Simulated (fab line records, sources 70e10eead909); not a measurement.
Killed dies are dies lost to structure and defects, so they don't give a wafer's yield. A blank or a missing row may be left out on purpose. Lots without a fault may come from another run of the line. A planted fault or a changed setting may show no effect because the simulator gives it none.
Chamber matching | flow nand_harc | NHARC_A_SLIT_ETCH_24 on rie_diel-06: 4 sister chambers
The step etches the open film in CF4/CHF3, target depth 121 nm, time 60.5 s. 4 wafers are shown with their chamber, then 12 later ones without.

WAFERS WITH THEIR CHAMBER
wafer  | chamber | showerhead_plenum_p_Torr (Torr)
L091.3 | 1       | 1.61
L088.1 | 0       | 1.54
L088.2 | 3       | 1.52
L088.3 | 2       | 1.48

WAFERS WITHOUT THEIR CHAMBER
wafer  | showerhead_plenum_p_Torr (Torr)
L093.1 | 1.48
L093.3 | 1.61
L093.4 | 1.54
L096.1 | 1.48
L096.4 | 1.51
L096.5 | 1.54
L097.4 | 1.51
L097.5 | 1.51
L097.6 | 1.54
L097.1 | 1.54
L097.2 | 1.61
L097.3 | 1.48

WHICH CHAMBER EACH WENT THROUGH
wafer  | from the rows above | in truth
L093.1 | 2                   | 2
L093.3 | 1                   | 1
L093.4 | 0                   | 0
L096.1 | 2                   | 2
L096.4 | 3                   | 3
L096.5 | 0                   | 0
L097.4 | 3                   | 3
L097.5 | 3                   | 3
L097.6 | 0                   | 0
L097.1 | 0                   | 0
L097.2 | 1                   | 1
L097.3 | 2                   | 2
Placed correctly: 12 of 12. Can't be placed from these rows: 0. Placed wrongly: 0.
How it was worked out, from the rows above alone: a wafer's distance from a chamber is the root of the sum, over the readings, of the square of ((its reading less the chamber's mean) divided by the reading's scatter). The wafer belongs to the nearest chamber; if the next one is less than 2 further off, it can't be placed. A chamber's mean is the mean of its shown wafers. The scatter: with one shown wafer a chamber, the root of the mean of the squares of how far each hidden wafer lies from its nearest shown one.
